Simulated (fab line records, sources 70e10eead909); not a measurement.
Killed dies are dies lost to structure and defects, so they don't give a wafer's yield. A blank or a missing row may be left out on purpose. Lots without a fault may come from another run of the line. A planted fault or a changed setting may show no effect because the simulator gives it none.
A struck lot beside a sound one | flow nand_harc | 27 steps out of a route of 1159
Sound: wafers L353.1, L353.2, L353.6. Struck: wafer L362.1. (L362.2, L362.6 of the same lot were not struck and are left out.) The cause comes at the end.
At each step with rows: each side's tool, then ch and its chambers, then its first start. Under that, the readings that differ: sound wafers | struck wafers | difference of the means | sigmas: that difference in standard deviations of wafers without a fault.
alike: readings whose means differ by less than 2 such deviations, and words and numbers that are the same on both sides. not compared: withheld readings, readings that some wafer has no value for, bounds like >300 that may hide the same value, and numbers for which the record gives no deviation and whose values overlap.
The two part at a step that has a row with sigmas, a row that says differs or no value, or rows on one side only. Numbers that don't overlap but have no deviation are shown without sigmas and don't part them. A reading that every wafer of one side lacks parts them only if that side has two wafers or more.

first, 7 steps without rows for these wafers: NHARC_A_SLIT_HMDS_02 (time 30 s); NHARC_A_SLIT_COAT_03 (resist thk 90 nm); NHARC_A_SLIT_SOFTBAKE_04 (time 55 s); NHARC_A_SLIT_EBR_05; NHARC_A_SLIT_EXPOSE_06 (exposes mask SLIT); NHARC_A_SLIT_PEB_07 (peb time 65 s); NHARC_A_SLIT_DEVELOP_08 (develop time 35 s).
NHARC_A_SLIT_CD_MEAS_09: target cd 300 nm.
  sound on cd_sem-02 ch 0, day 14 09:14; struck on cd_sem-03 ch 0, day 16 13:19
  alike: cd_nm
NHARC_A_SLIT_OVL_MEAS_10:
  sound on overlay-01, day 14 09:20; struck on overlay-01, day 16 13:25
  alike: overlay_x_nm, overlay_y_nm
NHARC_A_SLIT_INSPECT_11:
  sound on defect_inspect-01, day 14 09:22; struck on defect_inspect-01, day 16 13:27
  alike: raw_defect_count
NHARC_A_SLIT_DESCUM_14: chemistry O2, time 3 s.
  sound on rie_diel-13 ch 1,2, day 14 09:26; struck on rie_diel-13 ch 2, day 16 13:34
  alike: drypump_motor_current_A, oes_product_au, rf_vpp_V, showerhead_plenum_p_Torr, throttle_valve_pct
  not compared: rf_hours_counter_h
then, 1 step without rows for these wafers: NHARC_A_SLIT_ETCH_24 (etches the open film in CF4/CHF3, target depth 121 nm, time 60.5 s).
NHARC_A_SLIT_ETCH_15: etches the open film in O2/COS, target depth 3200 nm, time 832 s.
  sound on rie_diel-13 ch 1,3, day 14 09:40; struck on rie_diel-13 ch 3, day 16 13:43
  alike: drypump_motor_current_A, oes_product_au, rf_vpp_V, showerhead_plenum_p_Torr, throttle_valve_pct
  not compared: rf_hours_counter_h
NHARC_A_SLIT_ETCH_17: etches the open film in C4F8/O2/Ar, time 1687.5 s, target depth 10100 nm.
  sound on har_etch-02 ch 0,1, day 14 12:28; struck on har_etch-02 ch 0, day 16 16:05
  alike: c4f8_flow_sccm, drypump_motor_current_A, showerhead_plenum_p_Torr, throttle_valve_pct
  not compared: rf_hours_counter_h
NHARC_A_SLIT_ETCH_26: etches the open film in C4F8/O2/Ar, time 90 s, target depth 400 nm.
  sound on har_etch-02 ch 0,1, day 14 13:57; struck on har_etch-02 ch 0, day 16 17:35
  alike: c4f8_flow_sccm, drypump_motor_current_A, showerhead_plenum_p_Torr, throttle_valve_pct
  not compared: rf_hours_counter_h
then, 2 steps without rows for these wafers: NHARC_A_SLIT_STRIP_28 (strips in O2/COS); NHARC_A_SLIT_ETCH_29 (etches the open film in CF4/O2, target depth 100 nm, overetch 10 nm, time 55 s).
NHARC_A_SLIT_STRIP_18: strips in O2.
  sound on rie_diel-13 ch 0,1; struck on rie_diel-11 ch 2
  alike: drypump_motor_current_A, oes_product_au, rf_vpp_V, showerhead_plenum_p_Torr, throttle_valve_pct
  not compared: rf_hours_counter_h
then, 2 steps without rows for these wafers: NHARC_A_SLIT_PRECLEAN_19 (cleans in SC1); NHARC_A_SLIT_SRD_20.
NHARC_A_SLIT_CD_MEAS_21:
  sound on cd_sem-02, day 14 15:06; struck on cd_sem-03, day 16 18:44
  reading    | sound             | struck | difference | sigmas
  cd_nm (nm) | 290.0 289.1 290.0 | 287.5  | -2.2       | -2
then, 3 steps without rows for these wafers: NHARC_A_SIN_REMOVE_WET_00 (chemistry H3PO4, time 15300 s); NHARC_A_SIN_REMOVE_PRECLEAN_01 (cleans in SC1); NHARC_A_SIN_REMOVE_SRD_02.
NHARC_A_SIN_REMOVE_INSPECT_04:
  sound on defect_inspect-02, day 14 22:47; struck on defect_inspect-02, day 17 02:28
  reading          | sound       | struck | difference | sigmas
  raw_defect_count | 218 302 234 | 1682   | +1431      | +17
NHARC_A_WL_FILL_ALD_00: deposits Al2O3, target thk 3 nm, pulse time 3 s, ald cycles 30.
  sound on ald_hk-01 ch 1,2,3, day 14 22:55; struck on ald_hk-01 ch 0, day 17 02:36
  alike: heater_power_w, precursor_pulse_height_rel
NHARC_END_SORT_01:
  the record has rows for the sound wafers here (prober-02 ch 0, day 19 11:19) and none for the struck ones

WHERE THEY PART
First at NHARC_A_SLIT_CD_MEAS_21; last, within this record, at NHARC_END_SORT_01.

WHY: what the simulator had put in
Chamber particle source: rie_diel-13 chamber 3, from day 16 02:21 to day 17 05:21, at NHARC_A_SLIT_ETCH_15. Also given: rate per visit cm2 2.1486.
